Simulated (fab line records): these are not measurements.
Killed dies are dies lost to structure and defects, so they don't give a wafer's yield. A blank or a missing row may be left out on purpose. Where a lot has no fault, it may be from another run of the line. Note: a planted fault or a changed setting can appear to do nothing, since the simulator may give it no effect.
fab line records	flow n5-finfet
record: lots: 7	wafers: 21
route steps=1938 shown WELL_APT@21 FIN_SAQP@100 FIN_CUT@160 DUMMY_GATE@223 SD_EPI_P@301
start-h: hours from the record's first day to the start of the lot's first wafer shown	wait-h: time in hours since the lot's previous step	" same as the row above	L1.1+2: one row covering several wafers at once	- value missing, or start not given	* or withheld: withheld	< > ~ a bound
route shown NAME@n: names a module that has steps shown in the file, with the first one's number in the route	usual: mean/standard deviation taken from wafers without a fault	same: alike in all rows	chamber/n: place in a boat	sites: readings site by site	_std_site: the values' standard deviation	_edge_site: the outer-site mean with the inner-site mean subtracted	radius-mm: how far each site lies from the wafer's centre	mask NAME#n: copy n	behind: tool/chamber where the wafer was last shaped	hold: why the lot was held/for how many hours/how that ended	device: names the non-switching transistor (n, p or np)	end of line: the tests these same wafers got at the end of their route	step lacking rows: just its recipe	killed: the dies lost at the first sort to structure and to defects; this is not the yield of the wafer	map: shows each die of a wafer: x if killed, . if not, _ if none is there
set.NAME: the setting the step ran with; set.NAME@STEP: the setting that earlier step ran with	model.NAME: the simulator's own value behind a step, which no gauge read
lots run with intentionally changed settings; tables by step, rows by wafer
== steps ==
step: N5_WELL_APT_COAT_02
recipe: spin-rpm: 1357	resist-thk-nm: 950
lot.wafer	tool	chamber	start-h	wait-h	set.spin-rpm	model.coat_of_WELL_APT_COAT_02.thk-nm
L077.2	litho-track-02	0	-	-	1357	953
L077.4	"	0	"	"	1357	951.1
L077.6	"	0	"	"	1357	949.8
L081.2	litho-track-04	0	-	-	1357	949
L081.5	"	0	"	"	1357	950
L081.6	"	0	"	"	1357	947.2
L082.4	litho-track-02	0	-	-	1296	974.6
L082.5	"	0	"	"	1357	947.2
L082.6	"	0	"	"	1357	947.9
L086.1	litho-track-04	0	-	-	1273	987.4
L086.3	"	0	"	"	1357	953
L086.6	"	0	"	"	1357	953.1
L087.1	litho-track-04	0	-	-	1357	952.4
L087.4	"	0	"	"	1442	924.7
L087.6	"	0	"	"	1442	924.1
L090.2	litho-track-02	0	-	-	1357	951.8
L090.3	"	0	"	"	1267	982.7
L090.6	"	0	"	"	1357	949.3
L095.1	litho-track-05	0	-	-	1357	951.3
L095.3	"	0	"	"	1357	954.2
L095.4	"	0	"	"	1357	951.9
step: N5_WELL_APT_PEB_06
recipe: peb-temp-c: 130	peb-time-s: 90
lot.wafer	tool	chamber	start-h	wait-h	set.peb-time-s
L077.2+4	litho-track-02	0	31.57	0.0	84.08
L077.6	"	0	"	"	90
L081.2+5+6	litho-track-02	0	55.63	0.0	90
L082.4+6	litho-track-05	0	61.56	0.0	90
L082.5	"	0	"	"	102.8
L086.1+3+6	litho-track-04	0	85.98	0.1	90
L087.1	litho-track-02	0	91.59	0.1	80.29
L087.4+6	"	0	"	"	90
L090.2	litho-track-02	0	110.01	0.0	78.28
L090.3+6	"	0	"	"	90
L095.1+3	litho-track-02	0	139.44	0.1	106.2
L095.4	"	0	"	"	90
step: N5_WELL_APT_DEVELOP_07
recipe: develop-time-s: 45	rinse-liquid: surfactant-rinse	dry: air-spin	dev-temp-c: 21
lot.wafer	tool	chamber	start-h	wait-h	set.develop-time-s
L077.2+6	litho-track-02	0	-	-	45
L077.4	"	0	"	"	51.84
L081.2+5+6	litho-track-02	0	-	-	45
L082.4+5	litho-track-05	0	-	-	45
L082.6	"	0	"	"	37.64
L086.1	litho-track-04	0	-	-	45
L086.3+6	"	0	"	"	37.43
L087.1+6	litho-track-02	0	-	-	42.38
L087.4	"	0	"	"	45
L090.2+3	litho-track-02	0	-	-	45
L090.6	"	0	"	"	41.3
L095.1+4	litho-track-02	0	-	-	45
L095.3	"	0	"	"	48.19
step: N5_WELL_APT_HARDBAKE_12
recipe: temp-c: 130	time-s: 120
step: N5_WELL_APT_CD_MEAS_08
recipe: target-cd-nm: 200	landing-energy-ev: 500	detector: se-inlens
usual: cd-nm: 199.8/1.7
lot.wafer	tool	chamber	start-h	wait-h	set.peb-time-s@WELL_APT_PEB_06	cd-nm
L077.2	cd-sem-02	0	31.68	-	84.08	198.3
L077.4	"	0	"	"	84.08	198.4
L077.6	"	0	"	"	90	201.2
L081.2	cd-sem-02	0	55.74	-	90	199.7
L081.5	"	0	"	"	90	199.3
L081.6	"	0	"	"	90	200.3
L082.4	cd-sem-02	0	61.68	-	90	199.6
L082.5	"	0	"	"	102.8	204.9
L082.6	"	0	"	"	90	197.3
L086.1	cd-sem-02	0	86.09	-	90	195.8
L086.3	"	0	"	"	90	198.9
L086.6	"	0	"	"	90	197.0
L087.1	cd-sem-01	0	91.71	-	80.29	195.9
L087.4	"	0	"	"	90	201.9
L087.6	"	0	"	"	90	200.7
L090.2	cd-sem-02	0	110.12	-	78.28	195.4
L090.3	"	0	"	"	90	197.8
L090.6	"	0	"	"	90	198.2
L095.1	cd-sem-01	0	139.56	-	106.2	205.3
L095.3	"	0	"	"	106.2	206.9
L095.4	"	0	"	"	90	198.5
step: N5_WELL_APT_DESCUM_13
recipe: chemistry: O2	time-s: 7.9	source-power-w: 50	bias-power-w: 20	pressure-mtorr: 20	rf-frequency-hz: 2.712e+07	temp-c: 40	o2-flow-sccm: 225
lot.wafer	tool	chamber	start-h	wait-h	set.peb-time-s@WELL_APT_PEB_06	model.WELL_APT.cd-nm
L077.2	rie-diel-01	1	31.79	0.0	84.08	198.3
L077.4	"	0	"	"	84.08	198.7
L077.6	"	1	"	"	90	201.2
L081.2	rie-diel-05	0	55.83	0.0	90	200
L081.5	"	3	"	"	90	199.5
L081.6	"	1	"	"	90	200.4
L082.4	rie-diel-01	3	61.83	0.1	90	199.5
L082.5	"	0	"	"	102.8	204.7
L082.6	"	2	"	"	90	197.3
L086.1	rie-diel-03	0	86.33	0.2	90	195.8
L086.3	"	2	"	"	90	199.1
L086.6	"	0	"	"	90	196.7
L087.1	rie-diel-01	2	91.85	0.1	80.29	195.9
L087.4	"	1	"	"	90	201.7
L087.6	"	3	"	"	90	200.5
L090.2	rie-diel-03	1	110.21	0.0	78.28	195.2
L090.3	"	2	"	"	90	198.1
L090.6	"	0	"	"	90	197.7
L095.1	rie-diel-01	1	140.58	1.0	106.2	205.4
L095.3	"	0	"	"	106.2	206.8
L095.4	"	2	"	"	90	198.6
step: N5_FIN_SAQP_PECVD_06
recipe: material: a-Si	target-thk-a: 600	temp-c: 400	precursor: SiH4/He	pressure-torr: 3	rf-w: 100	time-s: 48.1
lot.wafer	tool	chamber	start-h	wait-h	set.time-s	model.a-Si_of_FIN_SAQP_PECVD_06.thk-nm
L077.2	pecvd-03	2	38.99	0.0	48.1	58.55
L077.4	"	0	"	"	48.1	60.12
L077.6	"	1	"	"	48.1	59.9
L081.2	pecvd-03	2	63.49	0.0	48.1	59.15
L081.5	"	0	"	"	48.1	59.82
L081.6	"	1	"	"	48.1	59.88
L082.4	pecvd-03	0	69.23	0.0	48.1	59.98
L082.5	"	1	"	"	53.63	67.33
L082.6	"	2	"	"	48.1	60.09
L086.1	pecvd-04	0	93.97	0.0	51.99	65.25
L086.3	"	1	"	"	48.1	59.23
L086.6	"	1	"	"	48.1	60.49
L087.1	pecvd-02	2	100.66	0.0	48.1	61.12
L087.4	"	0	"	"	48.1	59.39
L087.6	"	2	"	"	43.2	54.82
L090.2	pecvd-02	1	117.97	0.0	45.61	56.76
L090.3	"	2	"	"	48.1	59.67
L090.6	"	2	"	"	45.61	57.39
L095.1	pecvd-03	2	148.13	0.0	48.1	60.83
L095.3	"	1	"	"	48.1	59.18
L095.4	"	2	"	"	48.1	60.85
step: N5_FIN_SAQP_THK_MEAS_07
usual: thk-nm: 60.1/0.94
lot.wafer	tool	chamber	start-h	wait-h	set.time-s@FIN_SAQP_PECVD_06	thk-nm
L077.2	film-metro-01	-	39.08	0.1	48.1	58.6
L077.4	"	-	"	"	48.1	60.1
L077.6	"	-	"	"	48.1	59.9
L081.2	film-metro-02	-	63.58	0.1	48.1	59.2
L081.5	"	-	"	"	48.1	59.8
L081.6	"	-	"	"	48.1	59.9
L082.4	film-metro-02	-	69.31	0.0	48.1	60.0
L082.5	"	-	"	"	53.63	67.3
L082.6	"	-	"	"	48.1	60.1
L086.1	film-metro-02	-	94.06	0.1	51.99	65.2
L086.3	"	-	"	"	48.1	59.2
L086.6	"	-	"	"	48.1	60.5
L087.1	film-metro-02	-	100.75	0.1	48.1	61.1
L087.4	"	-	"	"	48.1	59.4
L087.6	"	-	"	"	43.2	54.9
L090.2	film-metro-01	-	118.06	0.1	45.61	56.8
L090.3	"	-	"	"	48.1	59.6
L090.6	"	-	"	"	45.61	57.4
L095.1	film-metro-01	-	148.22	0.1	48.1	60.8
L095.3	"	-	"	"	48.1	59.2
L095.4	"	-	"	"	48.1	60.8
step: N5_FIN_SAQP_COAT_50
recipe: resist: SiARC	temp-c: 220	time-s: 60	spin-rpm: 1500	resist-thk-nm: 35
lot.wafer	tool	chamber	start-h	wait-h	set.spin-rpm	model.SiARC_of_FIN_SAQP_COAT_50.thk-nm
L077.2	litho-track-05	0	-	-	1500	34.95
L077.4	"	0	"	"	1500	35.09
L077.6	"	0	"	"	1500	34.97
L081.2	litho-track-03	0	-	-	1500	34.92
L081.5	"	0	"	"	1500	35
L081.6	"	0	"	"	1500	34.99
L082.4	litho-track-03	0	-	-	1500	34.9
L082.5	"	0	"	"	1500	35.06
L082.6	"	0	"	"	1500	34.98
L086.1	litho-track-02	0	-	-	1572	34.28
L086.3	"	0	"	"	1500	35.03
L086.6	"	0	"	"	1572	34.3
L087.1	litho-track-03	0	-	-	1500	34.83
L087.4	"	0	"	"	1500	34.73
L087.6	"	0	"	"	1500	34.9
L090.2	litho-track-03	0	-	-	1500	35
L090.3	"	0	"	"	1500	34.98
L090.6	"	0	"	"	1588	34
L095.1	litho-track-02	0	-	-	1500	35.08
L095.3	"	0	"	"	1428	36.02
L095.4	"	0	"	"	1500	35.23
step: N5_FIN_SAQP_COAT_10
recipe: resist: CAR-ArF	spin-rpm: 1500	resist-thk-nm: 90
step: N5_FIN_SAQP_EBR_12
recipe: solvent: PGMEA	ebr-width-mm: 1.5
step: N5_FIN_SAQP_DESCUM_21
recipe: chemistry: O2	time-s: 7.9	source-power-w: 50	bias-power-w: 20	pressure-mtorr: 20	rf-frequency-hz: 2.712e+07	temp-c: 40	resist: CAR-ArF	o2-flow-sccm: 225
step: N5_FIN_SAQP_ETCH_51
recipe: chemistry: CF4	target: SiARC	target-depth-a: 455	mask-material: CAR-ArF	time-s: 75.8	ion-energy-ev: 80	pressure-mtorr: 40	source-w: 545	bias-w: 36	Ar_flow_sccm: 100	cf4-flow-sccm: 100	ends: cleared
lot.wafer	tool	chamber	start-h	wait-h	set.spin-rpm@FIN_SAQP_COAT_50	model.etch.depth-nm	model.CAR-ArF_of_FIN_SAQP_COAT_10.thk-nm
L077.2	rie-diel-05	0	39.63	0.0	1500	34.95	50.54
L077.4	"	2	"	"	1500	35.09	50.47
L077.6	"	1	"	"	1500	34.97	50.57
L081.2	rie-diel-01	0	64.20	0.0	1500	34.92	51.31
L081.5	"	3	"	"	1500	35	51.07
L081.6	"	2	"	"	1500	34.99	51.13
L082.4	rie-diel-05	1	70.28	0.0	1500	34.9	50.88
L082.5	"	0	"	"	1500	35.06	50.67
L082.6	"	3	"	"	1500	34.98	50.71
L086.1	rie-diel-03	0	94.68	0.0	1572	34.28	51.73
L086.3	"	2	"	"	1500	35.03	50.81
L086.6	"	0	"	"	1572	34.3	51.52
L087.1	rie-diel-01	3	101.36	0.0	1500	34.83	51.02
L087.4	"	3	"	"	1500	34.73	51.14
L087.6	"	0	"	"	1500	34.9	50.88
L090.2	rie-diel-01	1	118.68	0.0	1500	35	50.61
L090.3	"	0	"	"	1500	34.98	50.75
L090.6	"	0	"	"	1588	34	51.75
L095.1	rie-diel-01	0	148.84	0.0	1500	35.08	50.82
L095.3	"	2	"	"	1428	36.02	49.8
L095.4	"	1	"	"	1500	35.23	50.91
step: N5_FIN_SAQP_ETCH_52
recipe: chemistry: N2/H2	target: SOC	target-depth-a: 1000	overetch-a: 200	mask-material: SiARC	temp-c: 40	time-s: 150	ion-energy-ev: 200	pressure-mtorr: 30	source-w: 840	bias-w: 150	n2-flow-sccm: 200	h2-flow-sccm: 200	ends: end-point
step: N5_FIN_SAQP_STRIP_53
recipe: chemistry: N2/H2	temp-c: 40	n2-flow-sccm: 200	h2-flow-sccm: 200	rf-frequency-hz: 6e+07
step: N5_FIN_SAQP_HM_OPEN_73
recipe: chemistry: CHF3/O2	target: SiO2	stop-on: a-Si	target-depth-a: 120	over-etch-frac: 1.8	mask-material: SOC	time-s: 16.8	pressure-mtorr: 30	source-w: 650	bias-w: 170	Ar_flow_sccm: 200	CHF3_flow_sccm: 50	O2_flow_sccm: 5	ion-energy-ev: 200	ends: end-point
step: N5_FIN_SAQP_STRIP_74
recipe: chemistry: CHF3/O2	resist: SiARC	rf-frequency-hz: 6e+07
step: N5_FIN_SAQP_MANDREL_ETCH_22
recipe: target-depth-a: 600	chemistry: HBr/Cl2	target: a-Si	stop-on: SiNx	bt-time-s: 10	over-etch-frac: 0.5	time-s: 30	pressure-mtorr: 10	icp-w: 800	bias-w: 75	HBr_flow_sccm: 150	Cl2_flow_sccm: 80	ends: end-point
lot.wafer	tool	chamber	start-h	wait-h	set.time-s@FIN_SAQP_PECVD_06	model.etch.depth-nm
L077.2	rie-si-06	3	39.87	0.0	48.1	58.55
L077.4	"	0	"	"	48.1	60.12
L077.6	"	2	"	"	48.1	59.9
L081.2	rie-si-06	2	64.45	0.0	48.1	59.11
L081.5	"	0	"	"	48.1	59.82
L081.6	"	2	"	"	48.1	59.88
L082.4	rie-si-06	1	70.54	0.1	48.1	59.98
L082.5	"	2	"	"	53.63	67.33
L082.6	"	0	"	"	48.1	60.04
L086.1	rie-si-06	2	94.92	0.0	51.99	65.25
L086.3	"	0	"	"	48.1	59.18
L086.6	"	2	"	"	48.1	60.49
L087.1	rie-si-02	1	101.61	0.0	48.1	61.12
L087.4	"	2	"	"	48.1	59.39
L087.6	"	3	"	"	43.2	54.79
L090.2	rie-si-06	2	118.93	0.0	45.61	56.67
L090.3	"	1	"	"	48.1	59.64
L090.6	"	0	"	"	45.61	57.36
L095.1	rie-si-06	3	149.09	0.0	48.1	60.8
L095.3	"	1	"	"	48.1	59.18
L095.4	"	0	"	"	48.1	60.75
step: N5_FIN_CUT_EXPOSE_05
recipe: mask-id: FIN_CUT	na: 0.33	source-shape: annular	sigma-inner: 0.35	sigma-outer: 0.8	polarization: unpolarized	dose-mj: 45.75
lot.wafer	tool	chamber	start-h	wait-h	mask	set.dose-mj
L077.2+4+6	euv-scanner-01	0	44.19	-	FIN_CUT#0	45.75
L081.2+5+6	euv-scanner-01	0	68.57	-	FIN_CUT#0	45.75
L082.4+5	euv-scanner-02	0	75.97	-	FIN_CUT#0	45.75
L082.6	"	0	"	"	FIN_CUT#0	43.9
L086.1+6	euv-scanner-01	0	101.14	-	FIN_CUT#0	45.75
L086.3	"	0	"	"	FIN_CUT#0	48.84
L087.1+4+6	euv-scanner-02	0	106.02	-	FIN_CUT#0	45.75
L090.2+6	euv-scanner-02	0	123.20	-	FIN_CUT#0	43.06
L090.3	"	0	"	"	FIN_CUT#0	45.75
L095.1+3+4	euv-scanner-01	0	153.61	-	FIN_CUT#0	45.75
step: N5_FIN_CUT_PEB_06
recipe: peb-temp-c: 100	peb-time-s: 60	resist: CAR-EUV
step: N5_FIN_CUT_DEVELOP_07
recipe: develop-time-s: 30	developer: TMAH	resist: CAR-EUV	rinse-liquid: surfactant-rinse	dry: air-spin	dev-temp-c: 23
step: N5_FIN_CUT_CD_MEAS_08
recipe: target-cd-nm: 29.1	landing-energy-ev: 500	detector: se-inlens	polarity: opening
usual: cd-nm: 29.22/0.24
lot.wafer	tool	chamber	start-h	wait-h	set.dose-mj@FIN_CUT_EXPOSE_05	cd-nm
L077.2	cd-sem-03	0	44.31	-	45.75	28.92
L077.4	"	0	"	"	45.75	29.28
L077.6	"	0	"	"	45.75	29.15
L081.2	cd-sem-02	0	68.70	-	45.75	29.17
L081.5	"	0	"	"	45.75	29.23
L081.6	"	0	"	"	45.75	29.11
L082.4	cd-sem-03	0	76.09	-	45.75	29.51
L082.5	"	0	"	"	45.75	29.15
L082.6	"	0	"	"	43.9	28.86
L086.1	cd-sem-02	0	101.27	-	45.75	29.11
L086.3	"	0	"	"	48.84	30.56
L086.6	"	0	"	"	45.75	28.92
L087.1	cd-sem-02	0	106.16	-	45.75	29.25
L087.4	"	0	"	"	45.75	29.07
L087.6	"	0	"	"	45.75	29.13
L090.2	cd-sem-01	0	123.33	-	43.06	28.23
L090.3	"	0	"	"	45.75	29.31
L090.6	"	0	"	"	43.06	28.18
L095.1	cd-sem-02	0	153.74	-	45.75	28.87
L095.3	"	0	"	"	45.75	29.08
L095.4	"	0	"	"	45.75	29.29
step: N5_FIN_CUT_DESCUM_13
recipe: chemistry: O2	time-s: 7	source-power-w: 50	bias-power-w: 20	pressure-mtorr: 20	rf-frequency-hz: 2.712e+07	temp-c: 40	resist: CAR-EUV	o2-flow-sccm: 225
step: N5_FIN_CUT_ETCH_30
recipe: chemistry: N2/H2	target: underlayer	target-depth-a: 130	mask-material: CAR-EUV	time-s: 10.4	ion-energy-ev: 200	pressure-mtorr: 30	source-w: 840	bias-w: 150	n2-flow-sccm: 200	h2-flow-sccm: 200	ends: cleared
lot.wafer	tool	chamber	start-h	wait-h	set.dose-mj@FIN_CUT_EXPOSE_05	model.FIN_CUT.cd-offset-nm
L077.2+4+6	rie-diel-02	2,0,0	44.47	0.0	45.75	0
L081.2+5	rie-diel-04	0	68.85	0.0	45.75	0.2
L081.6	"	1	"	"	45.75	-0.2
L082.4	rie-diel-02	3	76.24	0.0	45.75	0.4
L082.5	"	1	"	"	45.75	0
L082.6	"	0	"	"	43.9	-0.6
L086.1	rie-diel-06	1	101.55	0.0	45.75	0.2
L086.3	"	3	"	"	48.84	1.2
L086.6	"	3	"	"	45.75	0
L087.1+6	rie-diel-04	0	106.36	0.0	45.75	0.2
L087.4	"	1	"	"	45.75	-0.2
L090.2+6	rie-diel-04	3	123.49	0.0	43.06	-1
L090.3	"	2	"	"	45.75	0
L095.1+4	rie-diel-06	1,2	153.90	0.0	45.75	0.2
L095.3	"	0	"	"	45.75	0
step: N5_DUMMY_GATE_COAT_35
recipe: resist: SiARC	temp-c: 220	time-s: 60	spin-rpm: 1500	resist-thk-nm: 10
lot.wafer	tool	chamber	start-h	wait-h	set.spin-rpm	model.SiARC_of_DUMMY_GATE_COAT_35.thk-nm
L077.2+4	litho-track-01	0	-	-	1500	10
L077.6	"	0	"	"	1404	10.4
L081.2+5+6	litho-track-03	0	-	-	1500	10
L082.4+5+6	litho-track-03	0	-	-	1500	10
L086.1+3+6	litho-track-02	0	-	-	1500	10
L087.1+4	litho-track-03	0	-	-	1500	10
L087.6	"	0	"	"	1629	9.6
L090.2	litho-track-02	0	-	-	1500	10
L090.3+6	"	0	"	"	1451	10.2
L095.1	litho-track-01	0	-	-	1500	10
L095.3+4	"	0	"	"	1578	9.8
step: N5_SD_EPI_P_PEB_07
recipe: peb-temp-c: 110	peb-time-s: 60	resist: CAR-ArF-block
lot.wafer	tool	chamber	start-h	wait-h	set.peb-time-s
L077.2	litho-track-01	0	73.87	0.0	60
L077.4+6	"	0	"	"	54.35
L081.2+5+6	litho-track-04	0	97.30	0.0	60
L082.4+6	litho-track-04	0	102.93	0.0	60
L082.5	"	0	"	"	68.52
L086.1+3+6	litho-track-01	0	128.37	0.1	60
L087.1	litho-track-03	0	132.42	0.1	60
L087.4+6	"	0	"	"	50.04
L090.2+3	litho-track-01	0	150.20	0.0	53.39
L090.6	"	0	"	"	60
L095.1	litho-track-04	0	180.70	0.1	64.27
L095.3+4	"	0	"	"	60
step: N5_SD_EPI_P_DEVELOP_08
recipe: develop-time-s: 30	developer: TMAH	resist: CAR-ArF-block	dev-temp-c: 23	rinse-liquid: diw	dry: air-spin
step: N5_SD_EPI_P_CD_MEAS_09
recipe: target-cd-nm: 240	landing-energy-ev: 500	detector: se-inlens
usual: cd-nm: 239.9/0.77
lot.wafer	tool	chamber	start-h	wait-h	set.peb-time-s@SD_EPI_P_PEB_07	cd-nm
L077.2	cd-sem-01	0	73.94	-	60	239.9
L077.4	"	0	"	"	54.35	236.7
L077.6	"	0	"	"	54.35	237.3
L081.2	cd-sem-01	0	97.36	-	60	241.1
L081.5	"	0	"	"	60	240.2
L081.6	"	0	"	"	60	240.1
L082.4	cd-sem-01	0	102.99	-	60	239.8
L082.5	"	0	"	"	68.52	245.2
L082.6	"	0	"	"	60	240.1
L086.1	cd-sem-01	0	128.44	-	60	239.7
L086.3	"	0	"	"	60	240.1
L086.6	"	0	"	"	60	242.2
L087.1	cd-sem-01	0	132.49	-	60	239.9
L087.4	"	0	"	"	50.04	232.1
L087.6	"	0	"	"	50.04	231.9
L090.2	cd-sem-03	0	150.26	-	53.39	235.8
L090.3	"	0	"	"	53.39	236.3
L090.6	"	0	"	"	60	240.5
L095.1	cd-sem-03	0	180.77	-	64.27	241.1
L095.3	"	0	"	"	60	239.0
L095.4	"	0	"	"	60	239.8
step: N5_SD_EPI_P_DESCUM_14
recipe: chemistry: O2	time-s: 7.9	source-power-w: 50	bias-power-w: 20	pressure-mtorr: 20	rf-frequency-hz: 2.712e+07	temp-c: 40	resist: CAR-ArF-block	o2-flow-sccm: 225
lot.wafer	tool	chamber	start-h	wait-h	set.peb-time-s@SD_EPI_P_PEB_07	model.SD_EPI_P.cd-nm
L077.2	rie-diel-04	0	74.17	0.2	60	239.8
L077.4+6	"	1,0	"	"	54.35	237.2
L081.2	rie-diel-02	2	97.45	0.0	60	241
L081.5	"	2	"	"	60	240.4
L081.6	"	1	"	"	60	239.8
L082.4	rie-diel-04	3	103.18	0.1	60	240.2
L082.5	"	0	"	"	68.52	244.8
L082.6	"	1	"	"	60	239.4
L086.1+3	rie-diel-02	0,3	128.77	0.2	60	239.8
L086.6	"	2	"	"	60	242
L087.1	rie-diel-06	0	132.57	0.0	60	239.6
L087.4+6	"	2	"	"	50.04	232
L090.2	rie-diel-06	0	150.35	0.0	53.39	235.8
L090.3	"	3	"	"	53.39	236.6
L090.6	"	1	"	"	60	240.6
L095.1	rie-diel-04	3	180.86	0.0	64.27	241.4
L095.3	"	2	"	"	60	239
L095.4	"	1	"	"	60	239.8
== key ==
split: step: N5_WELL_APT_COAT_02	setting: spin-rpm	stated: 1357	by: wafer
response: step: N5_WELL_APT_COAT_02	reading: model.coat_of_WELL_APT_COAT_02.thk-nm	change: -5.1	per: 1%	r: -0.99
split: step: N5_WELL_APT_PEB_06	setting: peb-time-s	stated: 90	by: wafer
response: step: N5_WELL_APT_CD_MEAS_08	reading: cd-nm	change: +0.398	per: 1%	r: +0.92
response: step: N5_WELL_APT_DESCUM_13	reading: model.WELL_APT.cd-nm	change: +0.389	per: 1%	r: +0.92
split: step: N5_WELL_APT_DEVELOP_07	setting: develop-time-s	stated: 45	by: wafer
response none clear
split: step: N5_FIN_SAQP_PECVD_06	setting: time-s	stated: 48.1	by: wafer
response: step: N5_FIN_SAQP_PECVD_06	reading: model.a-Si_of_FIN_SAQP_PECVD_06.thk-nm	change: +0.598	per: 1%	r: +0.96
response: step: N5_FIN_SAQP_THK_MEAS_07	reading: thk-nm	change: *	per: 1%	r: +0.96
response: step: N5_FIN_SAQP_MANDREL_ETCH_22	reading: model.etch.depth-nm	change: +0.601	per: 1%	r: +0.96
split: step: N5_FIN_SAQP_COAT_50	setting: spin-rpm	stated: 1500	by: wafer
response: step: N5_FIN_SAQP_COAT_50	reading: model.SiARC_of_FIN_SAQP_COAT_50.thk-nm	change: -0.167	per: 1%	r: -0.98
response: step: N5_FIN_SAQP_ETCH_51	reading: model.etch.depth-nm	change: -0.167	per: 1%	r: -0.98
response: step: N5_FIN_SAQP_ETCH_51	reading: model.CAR-ArF_of_FIN_SAQP_COAT_10.thk-nm	change: +0.19	per: 1%	r: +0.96
split: step: N5_FIN_CUT_EXPOSE_05	setting: dose-mj	stated: 45.75	by: wafer
response: step: N5_FIN_CUT_CD_MEAS_08	reading: cd-nm	change: +0.195	per: 1%	r: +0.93
response: step: N5_FIN_CUT_ETCH_30	reading: model.FIN_CUT.cd-offset-nm	change: +0.171	per: 1%	r: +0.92
split: step: N5_DUMMY_GATE_COAT_35	setting: spin-rpm	stated: 1500	by: wafer
response: step: N5_DUMMY_GATE_COAT_35	reading: model.SiARC_of_DUMMY_GATE_COAT_35.thk-nm	change: -0.0504	per: 1%	r: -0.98
split: step: N5_SD_EPI_P_PEB_07	setting: peb-time-s	stated: 60	by: wafer
response: step: N5_SD_EPI_P_CD_MEAS_09	reading: cd-nm	change: +0.398	per: 1%	r: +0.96
response: step: N5_SD_EPI_P_DESCUM_14	reading: model.SD_EPI_P.cd-nm	change: +0.385	per: 1%	r: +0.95
